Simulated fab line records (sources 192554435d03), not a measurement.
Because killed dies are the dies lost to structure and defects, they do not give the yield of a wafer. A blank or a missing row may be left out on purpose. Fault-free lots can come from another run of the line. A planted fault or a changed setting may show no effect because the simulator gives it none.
The same fault as seen by 2 desks / flow n5_finfet / each desk has only its own numbers; what lay behind them comes last

THE TOOL OWNER'S DESK: rie_diel-02
The tool's own readings at N5_BEOL_M5_ETCH_72 (etches underlayer in N2/H2, target depth 6.5 nm, time 5.2 s): means of the sampled wafers that have a number, for each lot that ran on this tool. The brackets show how far a lot's mean lies from the usual mean; more than 4 standard deviations puts the lot out of limits, marked OUT.
Columns: A = drypump_motor_current_A at N5_BEOL_M5_ETCH_72, usual 5.6 A; B = etch_rf_on_time_s at N5_BEOL_M5_ETCH_72, usual 5.25 s; C = oes_product_au at N5_BEOL_M5_ETCH_72, usual 0.66 a.u.; D = rf_fwd_power_W at N5_BEOL_M5_ETCH_72, usual 819.4 W; E = rf_vpp_V at N5_BEOL_M5_ETCH_72, usual 525 V; F = showerhead_plenum_p_Torr at N5_BEOL_M5_ETCH_72, usual 2.57 Torr; G = throttle_valve_pct at N5_BEOL_M5_ETCH_72, usual 17.98 %
lot=L597; first seen here=day 12 16:40; A=5.9; B=5.26; C=0.72; D=819.4; E=528; F=2.67; G=17.78
lot=L599; first seen here=day 13 01:29; A=5.2; B=5.37; C=0.69; D=820.9; E=525; F=2.60; G=18.15
lot=L602; first seen here=day 14 08:59; A=5.7; B=5.77; C=0.67; D=750.2 (-27) OUT; E=544 (+6.1) OUT; F=2.61; G=18.07
lot=L606; first seen here=day 15 19:41; A=5.7; B=5.88; C=0.67; D=754.7 (-25) OUT; E=541 (+5.1) OUT; F=2.58; G=17.94
Finding of this desk: L602, L606 out of limits; the first was L602 at day 14 08:59, on rf_fwd_power_W at N5_BEOL_M5_ETCH_72. Within limits: L597, L599.

FROM THE METROLOGY DESK
What the gauges read, lot by lot, whatever tool the lot ran on: means of the sampled wafers that have a number. The brackets show how far a lot's mean lies from the usual mean; more than 4 standard deviations puts the lot out of limits, marked OUT.
Columns: A = cd_nm at N5_BEOL_M5_CD_MEAS_11, usual 28.0 nm
lot=L594; first seen here=day 11 23:30; A=28.3
lot=L593; first seen here=day 12 07:50; A=28.2
lot=L592; first seen here=day 12 12:08; A=28.2
lot=L597; first seen here=day 12 16:23; A=27.4
lot=L599; first seen here=day 13 01:20; A=27.9
lot=L600; first seen here=day 14 05:16; A=27.7
lot=L602; first seen here=day 14 08:49; A=27.8
lot=L606; first seen here=day 15 19:32; A=28.4
lot=L611; first seen here=day 16 04:53; A=27.7
lot=L613; first seen here=day 16 10:13; A=28.2
lot=L610; first seen here=day 17 06:37; A=27.9
Finding of this desk: none of the 11 lots has anything out of limits.

BROUGHT TOGETHER
On L602, L606, at day 14 08:59, an alarm was possible from the tool owner's desk.
From the metrology desk's view, nothing was out of limits.
The metrology desk has L602, L606 on record, within its limits.
On rie_diel-02, each named lot ran N5_BEOL_M5_ETCH_72.

WHAT THE SIMULATOR PUT IN
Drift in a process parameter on rie_diel-02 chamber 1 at N5_BEOL_M5_ETCH_72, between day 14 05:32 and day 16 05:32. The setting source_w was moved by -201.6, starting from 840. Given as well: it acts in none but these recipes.
Shown lots that were struck: L602, L606.
How many hours passed from the start of the fault until each desk's first out-of-limits reading: the tool owner's desk, 3.
